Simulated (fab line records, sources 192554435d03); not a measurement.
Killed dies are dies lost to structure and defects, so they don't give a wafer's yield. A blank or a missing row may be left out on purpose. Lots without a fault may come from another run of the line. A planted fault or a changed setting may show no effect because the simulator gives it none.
Chamber matching | flow n5_finfet | N5_WELL_APT_DESCUM_30 on rie_diel-05: 4 sister chambers
The step chemistry O2, time 7.9 s. 4 wafers are shown with their chamber, then 6 later ones without.

WAFERS WITH THEIR CHAMBER
wafer  | chamber | showerhead_plenum_p_Torr (Torr)
L630.1 | 1       | 2.05
L638.4 | 3       | 2.15
L641.1 | 2       | 2.06
L641.2 | 0       | 2.13

WAFERS WITHOUT THEIR CHAMBER
wafer  | showerhead_plenum_p_Torr (Torr)
L641.3 | 2.14
L643.4 | 2.14
L643.5 | 2.13
L643.6 | 2.14
L650.3 | 2.05
L650.4 | 2.03

WHICH CHAMBER EACH WENT THROUGH
wafer  | from the rows above     | in truth
L641.3 | can't be placed: 3 or 0 | 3
L643.4 | can't be placed: 3 or 0 | 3
L643.5 | can't be placed: 0 or 3 | 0
L643.6 | can't be placed: 3 or 0 | 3
L650.3 | can't be placed: 1 or 2 | 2
L650.4 | can't be placed: 1 or 2 | 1
Placed correctly: 0 of 6. Can't be placed from these rows: 6 (the true chamber is among the candidates in 6). Placed wrongly: 0.
How it was worked out, from the rows above alone: a wafer's distance from a chamber is the root of the sum, over the readings, of the square of ((its reading less the chamber's mean) divided by the reading's scatter). The wafer belongs to the nearest chamber; if the next one is less than 2 further off, it can't be placed. A chamber's mean is the mean of its shown wafers. The scatter: with one shown wafer a chamber, the root of the mean of the squares of how far each hidden wafer lies from its nearest shown one.
